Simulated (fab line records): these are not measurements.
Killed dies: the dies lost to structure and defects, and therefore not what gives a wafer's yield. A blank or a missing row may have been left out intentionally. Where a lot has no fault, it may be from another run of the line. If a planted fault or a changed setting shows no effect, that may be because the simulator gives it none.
fab line records	flow nand-harc
[record] lots = 7	wafers = 21	last-day = 23
route steps=1159 shown P_M0@280 P_M1@285 END@1159
lots untouched by any fault: they come from a run of this same line in which no faults occurred
start-h: hours from the record's opening day to when the first of the lot's shown wafers began	wait-h: hours since the lot's step before	" as in the row above	L1.1+2: a single row standing in for several wafers	- no value, or no start was given	* or withheld: withheld	< > ~ a bound
route shown NAME@n: a module of which the file shows steps, and the number in the route of the first	usual: the fault-free wafers' mean and standard deviation	same: alike in all rows	chamber/n: place in a boat	sites: the reading at each site	_std_site: the values' standard deviation	_edge_site: mean of outer sites minus mean of inner sites	radius-mm: how far each site lies from the wafer's centre	mask NAME#n: copy n	behind: the tool/chamber that last shaped the wafer	hold: the reason the lot was held/the length of the hold in hours/how it ended	device: names the non-switching transistor (n, p or np)	end of line: tests run on the same wafers once the route is complete	a step given without rows: its recipe and nothing more	killed: count of dies lost to structure and defects at first sort (not the wafer's yield)	map: the dies of a wafer, with x for killed, . for not killed, _ for no die there
set.NAME: the run value of the setting; set.NAME@STEP: its run value at that earlier step	model.NAME: the simulator's own value behind a step, which no gauge read
certain route steps with their lots: each step a table, each wafer a row
services: the hour from which a tool's chamber was out of use, counted from the record's first day as start-h (under 0 if before that day), plus the number of hours and why
[[steps]]
[step NHARC_P_M0_SRD_25]
[step NHARC_P_M0_INSPECT_27]
[usual] raw-defect-count = 299/93
lot.wafer	tool	chamber	start-h	wait-h	raw-defect-count
L965.4	defect-inspect-01	-	126.56	0.0	400
L965.5	"	-	"	"	228
L965.6	"	-	"	"	519
L972.2	defect-inspect-02	-	160.27	0.0	344
L972.4	"	-	"	"	330
L972.6	"	-	"	"	241
L971.2	defect-inspect-02	-	160.80	0.0	278
L971.3	"	-	"	"	228
L971.4	"	-	"	"	270
L974.2	defect-inspect-02	-	170.31	0.0	392
L974.3	"	-	"	"	317
L974.5	"	-	"	"	296
L975.3	defect-inspect-02	-	171.02	0.0	344
L975.4	"	-	"	"	289
L975.6	"	-	"	"	247
L978.1	defect-inspect-02	-	200.55	0.0	245
L978.5	"	-	"	"	345
L978.6	"	-	"	"	540
L984.2	defect-inspect-02	-	229.11	0.0	286
L984.5	"	-	"	"	196
L984.6	"	-	"	"	290
[step NHARC_P_M0_PRE_CLEAN_31]
[recipe] time-s = 12	temp-c = 370	rf-power-w = 300	gas = NH3
[usual] heater-power-w = 645/85
lot.wafer	tool	chamber	start-h	wait-h	heater-power-w	since-wet-clean-h
L965.5	pecvd-01	0	126.66	0.1	596	-
L965.6	"	1	"	"	775	-
L965.4	"	2	"	"	687	-
L972.2	pecvd-01	2	160.34	0.1	640	90
L972.4	"	2	"	"	624	-
L972.6	"	0	"	"	585	-
L971.3	pecvd-01	1	161.60	0.8	775	92
L971.2	"	2	"	"	740	92
L971.4	"	0	"	"	540	-
L974.2	pecvd-01	1	170.38	0.1	779	100
L974.3	"	0	"	"	529	101
L974.5	"	1	"	"	795	-
L975.3	pecvd-03	2	171.16	0.1	615	47
L975.4	"	1	"	"	643	-
L975.6	"	2	"	"	621	-
L978.1	pecvd-03	0	200.63	0.1	679	77
L978.6	"	0	"	"	680	-
L978.5	"	1	"	"	631	-
L984.2	pecvd-01	2	229.19	0.1	731	159
L984.6	"	2	"	"	710	-
L984.5	"	0	"	"	585	-
[step NHARC_P_M0_DEP_32]
[recipe] target-thk-a = 300	temp-c = 370	target-thk-nm = 30	pressure-torr = 3	flow-sccm = 200	rf-w = 450	material = SiCN
[usual] heater-power-w = 588/83
lot.wafer	tool	chamber	start-h	wait-h	heater-power-w	since-wet-clean-h
L965.5	pecvd-01	0	126.83	0.2	475	-
L965.6	"	1	"	"	682	-
L965.4	"	2	"	"	598	-
L972.2	pecvd-01	2	160.41	0.1	562	91
L972.4	"	2	"	"	577	-
L972.6	"	0	"	"	519	-
L971.3	pecvd-01	1	161.71	0.1	681	92
L971.2	"	2	"	"	659	92
L971.4	"	0	"	"	520	-
L974.2	pecvd-01	1	170.46	0.1	737	101
L974.3	"	0	"	"	491	101
L974.5	"	1	"	"	728	-
L975.3	pecvd-03	2	171.27	0.1	478	47
L975.4	"	1	"	"	533	-
L975.6	"	2	"	"	463	-
L978.1	pecvd-03	0	200.74	0.1	647	77
L978.6	"	0	"	"	637	-
L978.5	"	1	"	"	536	-
L984.2	pecvd-01	2	229.30	0.1	691	159
L984.6	"	2	"	"	694	-
L984.5	"	0	"	"	452	-
[step NHARC_P_M1_DEP_00]
[recipe] target-thk-a = 1825	target-thk-nm = 182.5	temp-c = withheld	pressure-torr = 5	flow-sccm = 200	rf-w = 600	material = SiOC
[step NHARC_P_M1_DEHYDRATE_01]
[recipe] temp-c = 150	time-s = 120
[step NHARC_P_M1_HMDS_02]
[recipe] time-s = 30
[step NHARC_P_M1_COAT_34]
[recipe] temp-c = 200	time-s = 65
[step NHARC_P_M1_COAT_03]
[recipe] spin-rpm = 1500	resist-thk-nm = 90
[step NHARC_P_M1_SOFTBAKE_04]
[recipe] temp-c = 105	time-s = 55
[step NHARC_P_M1_EBR_05]
[step NHARC_P_M1_EXPOSE_06]
[recipe] na = 1.35	target-cd-nm = 130	dose-mj = 81.88	mask-id = P_M1
[same] na = 1.35
lot.wafer	tool	chamber	start-h	wait-h	mask	model.P_M1.overlay-x-nm
L965.4+5+6	arfi-scanner-03	0	127.68	-	P_M1#0	-0.08992
L972.2+4+6	arfi-scanner-01	0	161.40	-	P_M1#0	0.3621
L971.2+3+4	arfi-scanner-01	0	162.63	-	P_M1#0	2.916
L974.2+3+5	arfi-scanner-01	0	171.57	-	P_M1#0	3.686
L975.3+4+6	arfi-scanner-03	0	172.32	-	P_M1#0	-0.4219
L978.1+5+6	arfi-scanner-01	0	201.81	-	P_M1#0	3.655
L984.2+5+6	arfi-scanner-02	0	230.25	-	P_M1#0	1.032
[step NHARC_P_M1_PEB_07]
[recipe] peb-temp-c = 100	peb-time-s = 65
[step NHARC_P_M1_DEVELOP_08]
[recipe] develop-time-s = 35	dev-temp-c = 23
[step NHARC_P_M1_CD_MEAS_09]
[recipe] target-cd-nm = 130	landing-energy-ev = 500
[usual] cd-nm = 129.5/0.61
[same] landing-energy-ev = 500
lot.wafer	tool	chamber	start-h	wait-h	cd-nm
L965.4	cd-sem-03	0	127.81	-	129.9
L965.5	"	0	"	"	129.9
L965.6	"	0	"	"	129.7
L972.2	cd-sem-01	0	161.54	-	129.5
L972.4	"	0	"	"	130.0
L972.6	"	0	"	"	129.3
L971.2	cd-sem-02	0	162.77	-	128.8
L971.3	"	0	"	"	128.4
L971.4	"	0	"	"	129.7
L974.2	cd-sem-02	0	171.71	-	128.4
L974.3	"	0	"	"	129.6
L974.5	"	0	"	"	128.6
L975.3	cd-sem-02	0	172.46	-	129.5
L975.4	"	0	"	"	129.8
L975.6	"	0	"	"	128.4
L978.1	cd-sem-01	0	201.94	-	130.0
L978.5	"	0	"	"	130.2
L978.6	"	0	"	"	128.8
L984.2	cd-sem-03	0	230.39	-	129.8
L984.5	"	0	"	"	129.6
L984.6	"	0	"	"	129.6
[step NHARC_P_M1_OVL_MEAS_10]
[recipe] pitch-nm = 260
[usual] overlay-x-nm = 0.2/0.78	overlay-y-nm = 0.0/0.94
lot.wafer	tool	chamber	start-h	wait-h	overlay-x-nm	overlay-y-nm
L965.4	overlay-01	-	127.89	-	0.1	-0.5
L965.5	"	-	"	"	0.0	-1.1
L965.6	"	-	"	"	-0.1	-0.6
L972.2	overlay-01	-	161.62	-	0.1	0.4
L972.4	"	-	"	"	0.5	0.3
L972.6	"	-	"	"	0.3	0.5
L971.2	overlay-01	-	162.86	-	3.3	0.5
L971.3	"	-	"	"	2.9	0.6
L971.4	"	-	"	"	3.0	0.8
L974.2	overlay-01	-	171.79	-	3.5	-1.4
L974.3	"	-	"	"	4.0	-1.1
L974.5	"	-	"	"	3.2	-1.1
L975.3	overlay-02	-	172.54	-	0.1	-0.2
L975.4	"	-	"	"	-0.1	0.1
L975.6	"	-	"	"	-0.3	-0.6
L978.1	overlay-01	-	202.03	-	3.4	-0.5
L978.5	"	-	"	"	3.4	-0.4
L978.6	"	-	"	"	3.4	0.3
L984.2	overlay-01	-	230.47	-	0.9	0.0
L984.5	"	-	"	"	1.2	-0.3
L984.6	"	-	"	"	1.3	-0.4
[step NHARC_P_M1_INSPECT_11]
[usual] raw-defect-count = 3.7/2.2
lot.wafer	tool	chamber	start-h	wait-h	raw-defect-count
L965.4	defect-inspect-02	-	127.93	0.0	5
L965.5	"	-	"	"	4
L965.6	"	-	"	"	4
L972.2	defect-inspect-02	-	161.66	0.0	5
L972.4	"	-	"	"	5
L972.6	"	-	"	"	1
L971.2	defect-inspect-02	-	162.89	0.0	3
L971.3	"	-	"	"	4
L971.4	"	-	"	"	4
L974.2	defect-inspect-02	-	171.83	0.0	6
L974.3	"	-	"	"	7
L974.5	"	-	"	"	4
L975.3	defect-inspect-02	-	172.58	0.0	4
L975.4	"	-	"	"	1
L975.6	"	-	"	"	1
L978.1	defect-inspect-01	-	202.07	0.0	2
L978.5	"	-	"	"	3
L978.6	"	-	"	"	5
L984.2	defect-inspect-01	-	230.51	0.0	6
L984.5	"	-	"	"	5
L984.6	"	-	"	"	8
[step NHARC_END_SORT_01]
[recipe] temp-c = 25
[usual] defect-limited-yield = 95.6/1.6	killed-at-array = 26/10	killed-at-other = 0.8/1.1	killed-at-periphery = 3.3/2.6	killed-dies = 30/11	killed-open = 3.4/1.8	killed-short = 2.0/1.3	sort_bin_2_pct = 1.4/0.6	sort_bin_3_pct = 0.22/0.19	sort_bin_4_pct = 2.8/1.1	sort-n-pass = 647/11	sort-rim-yield-pct = 95.8/3	sort-yield-pct = 95.6/1.6
[same] gross-dies = 677	sort_bin_5_pct[%] = 0	sort_bin_6_pct[%] = 0	sort_bin_7_pct[%] = 0	sort_bin_8_pct[%] = 0	sort-rim-n-gross = 106.00
lot.wafer	tool	chamber	start-h	wait-h	defect-limited-yield[%]	killed-at-array	killed-at-other	killed-at-periphery	killed-dies	killed-open	killed-short	sort_bin_2_pct[%]	sort_bin_3_pct[%]	sort_bin_4_pct[%]	sort-n-pass	sort-rim-yield-pct[%]	sort-yield-pct[%]
L965.4	prober-01	0	450.26	3.4	95.9	22	1	5	28	1	3	1.8	0	2.4	649	99.1	95.9
L965.5	prober-01	0	451.06	3.7	96.9	15	2	4	21	4	1	1.0	0.15	1.9	656	98.1	96.9
L965.6	prober-01	0	451.86	4.0	96.5	20	2	2	24	1	2	1.0	0.15	2.4	653	100.0	96.5
L974.2	prober-01	0	490.25	2.8	96.8	21	0	1	22	1	2	1.3	0	1.9	655	100.0	96.8
L974.3	prober-01	0	491.05	3.1	97.3	14	1	3	18	5	5	0.7	0.15	1.8	659	96.2	97.3
L974.5	prober-01	0	492.64	3.7	97.6	14	2	0	16	4	3	0.6	0	1.8	661	97.2	97.6
L978.1	prober-02	0	514.69	2.5	97.3	15	0	3	18	4	1	0.7	0	1.9	659	99.1	97.3
L978.5	prober-02	0	517.85	3.7	97.6	15	0	1	16	1	4	0.9	0.15	1.3	661	99.1	97.6
L978.6	prober-02	0	518.65	4.0	98.1	8	0	5	13	2	2	0.7	0	1.2	664	98.1	98.1
L984.2	prober-01	0	549.10	2.8	93.6	35	1	7	43	4	3	1.5	0.30	4.6	634	94.3	93.6
L984.5	prober-01	0	551.51	3.7	94.8	33	0	2	35	0	0	1.2	0.15	3.8	642	94.3	94.8
L984.6	prober-01	0	552.31	4.0	93.4	39	2	4	45	3	0	1.9	0.30	4.4	632	86.8	93.4
// killed by level:class
L965.4 A_SLIT:chamber-film-flake=10 A_STAIRCASE:chamber-film-flake=4 A_WL_FILL:chamber-film-flake=4 A_CHANNEL_HOLE_D1:chamber-film-flake=3 P_ZERO_WELL:geometric-particle:short=1 P_GATE:geometric-particle:short=1 P_M0:geometric-particle:open=1 P_M2:geometric-particle:short=1
L965.5 A_SLIT:chamber-film-flake=5 A_STAIRCASE:chamber-film-flake=4 P_GATE:chamber-film-flake=2 A_CHANNEL_HOLE_D1:chamber-film-flake=2 P_CONTACT:geometric-particle:short=1 A_ONON_D1:geometric-particle:open=1 A_CHANNEL_FILL_D1:geometric-particle:open=1 A_M0:geometric-particle:open=1
L965.6 A_SLIT:chamber-film-flake=10 A_STAIRCASE:chamber-film-flake=3 P_ZERO_WELL:chamber-film-flake=2 A_WL_FILL:chamber-film-flake=2 THIN_TSV:chamber-film-flake=2 A_ONON_D1:geometric-particle:short=1 A_WL_FILL:geometric-particle:short=1 A_M1:geometric-particle:open=1
L974.2 A_STAIRCASE:chamber-film-flake=10 A_CHANNEL_HOLE_D1:chamber-film-flake=6 A_WL_FILL:geometric-particle:short=1 A_M0:geometric-particle:short=1 A_M1:geometric-particle:open=1 P_GATE:chamber-film-flake=1 A_SLIT:chamber-film-flake=1 A_CONTACT:chamber-film-flake=1
L974.3 A_CHANNEL_HOLE_D1:chamber-film-flake=4 P_M0:geometric-particle:open=2 A_CHANNEL_FILL_D1:geometric-particle:open=2 A_STAIRCASE:chamber-film-flake=2 A_CHANNEL_FILL_D1:geometric-particle:short=1 A_WL_FILL:geometric-particle:short=1 A_CONTACT:geometric-particle:open=1 A_CONTACT:geometric-particle:short=1
L974.5 A_CHANNEL_HOLE_D1:chamber-film-flake=3 A_STAIRCASE:chamber-film-flake=3 A_CONTACT:geometric-particle:open=2 A_M0:geometric-particle:open=2 A_CONTACT:chamber-film-flake=2 A_ONON_D1:geometric-particle:short=1 A_WL_FILL:geometric-particle:short=1 STARTING-WAFER:geometric-particle:short=1
L978.1 A_CHANNEL_HOLE_D1:chamber-film-flake=5 A_ZERO_WELL:chamber-film-flake=3 A_STAIRCASE:chamber-film-flake=2 P_STI:geometric-particle:open=1 P_GATE:geometric-particle:open=1 A_ONON_D1:geometric-particle:short=1 A_ONON_D1:geometric-particle:open=1 A_BLC:geometric-particle:open=1
L978.5 A_CHANNEL_HOLE_D1:chamber-film-flake=8 P_STI:geometric-particle:short=1 A_ONON_D1:geometric-particle:short=1 A_SGD_CUT:geometric-particle:short=1 A_WL_FILL:geometric-particle:short=1 A_BLC:geometric-particle:open=1 A_CHANNEL_FILL_D1:chamber-film-flake=1 A_STAIRCASE:chamber-film-flake=1
L978.6 A_STAIRCASE:chamber-film-flake=4 P_STI:chamber-film-flake=3 P_CONTACT:geometric-particle:short=1 P_M1:geometric-particle:open=1 A_CHANNEL_FILL_D1:geometric-particle:short=1 A_BLC:geometric-particle:open=1 A_CHANNEL_HOLE_D1:chamber-film-flake=1 A_CONTACT:chamber-film-flake=1
L984.2 A_SLIT:chamber-film-flake=21 A_CHANNEL_HOLE_D1:chamber-film-flake=8 P_STI:chamber-film-flake=4 A_WL_FILL:geometric-particle:open=2 A_CONTACT:chamber-film-flake=2 P_CONTACT:geometric-particle:short=1 P_M0:geometric-particle:open=1 P_M1:geometric-particle:open=1
L984.5 A_CHANNEL_HOLE_D1:chamber-film-flake=15 A_SLIT:chamber-film-flake=12 A_CONTACT:chamber-film-flake=3 P_GATE:chamber-film-flake=2 A_STAIRCASE:chamber-film-flake=2 A_CHANNEL_FILL_D1:chamber-film-flake=1
L984.6 A_SLIT:chamber-film-flake=21 A_CHANNEL_HOLE_D1:chamber-film-flake=8 A_CONTACT:chamber-film-flake=4 P_STI:chamber-film-flake=2 P_GATE:chamber-film-flake=2 THIN_TSV:chamber-film-flake=2 A_ONON_D1:geometric-particle:open=1 A_CHANNEL_FILL_D1:geometric-particle:open=1
[[services]]
tool	chamber	start-h	hours	kind
pecvd-03	-	111.00	13.0	pm
pecvd-03	0	111.00	13.0	vent-cycle
pecvd-03	1	111.00	13.0	vent-cycle
pecvd-03	2	111.00	13.0	vent-cycle
pecvd-03	0	124.00	-	clean
pecvd-03	1	124.00	-	clean
pecvd-03	2	124.00	-	clean
arfi-scanner-01	-	136.02	6.7	repair
arfi-scanner-03	-	140.00	4.0	pm
arfi-scanner-03	-	161.70	10.1	repair
arfi-scanner-01	-	167.02	3.2	repair
arfi-scanner-01	-	196.00	4.0	pm
[[key]]
[first-sign] step = NHARC_P_M1_OVL_MEAS_10	reading = overlay-x-nm	direction = up	sigmas = 4	usual = 0.2	struck = 3.3
effect none on later readings
[model-effect] step = NHARC_P_M1_EXPOSE_06	value = P_M1.overlay-x-nm	without = -0.6062	struck = 3.419
met-at NHARC_P_M1_EXPOSE_06
struck-wafers L971.2,L971.3,L971.4,L974.2,L974.3,L974.5,L978.1,L978.5,L978.6
onset-between 161.40 162.63
[fault] kind = scanner-matching-overlay	tool = arfi-scanner-01	chamber = -	onset-h = 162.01	steps = NHARC_P_M1_EXPOSE_06	offset = 4.0253
